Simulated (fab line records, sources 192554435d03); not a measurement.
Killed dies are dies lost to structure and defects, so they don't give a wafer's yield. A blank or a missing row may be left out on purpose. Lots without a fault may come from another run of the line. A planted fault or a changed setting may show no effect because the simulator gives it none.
Chamber matching | flow n5_finfet | N5_BEOL_M1_STRIP_66 on rie_diel-02: 4 sister chambers
The step strips in CF4. 4 wafers are shown with their chamber, then 7 later ones without.

WAFERS WITH THEIR CHAMBER
wafer  | chamber | showerhead_plenum_p_Torr (Torr)
L089.2 | 1       | 1.87
L089.4 | 0       | 1.88
L090.2 | 3       | 1.90
L090.3 | 2       | 1.71

WAFERS WITHOUT THEIR CHAMBER
wafer  | showerhead_plenum_p_Torr (Torr)
L090.5 | 1.90
L094.1 | 1.86
L094.5 | 1.90
L094.6 | 1.88
L095.2 | 1.88
L095.4 | 1.86
L095.6 | 1.88

WHICH CHAMBER EACH WENT THROUGH
wafer  | from the rows above     | in truth
L090.5 | 3                       | 3
L094.1 | can't be placed: 1 or 0 | 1
L094.5 | 3                       | 3
L094.6 | can't be placed: 0 or 1 | 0
L095.2 | can't be placed: 0 or 1 | 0
L095.4 | can't be placed: 1 or 0 | 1
L095.6 | can't be placed: 0 or 1 | 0
Placed correctly: 2 of 7. Can't be placed from these rows: 5 (the true chamber is among the candidates in 5). Placed wrongly: 0.
How it was worked out, from the rows above alone: a wafer's distance from a chamber is the root of the sum, over the readings, of the square of ((its reading less the chamber's mean) divided by the reading's scatter). The wafer belongs to the nearest chamber; if the next one is less than 2 further off, it can't be placed. A chamber's mean is the mean of its shown wafers. The scatter: with one shown wafer a chamber, the root of the mean of the squares of how far each hidden wafer lies from its nearest shown one.
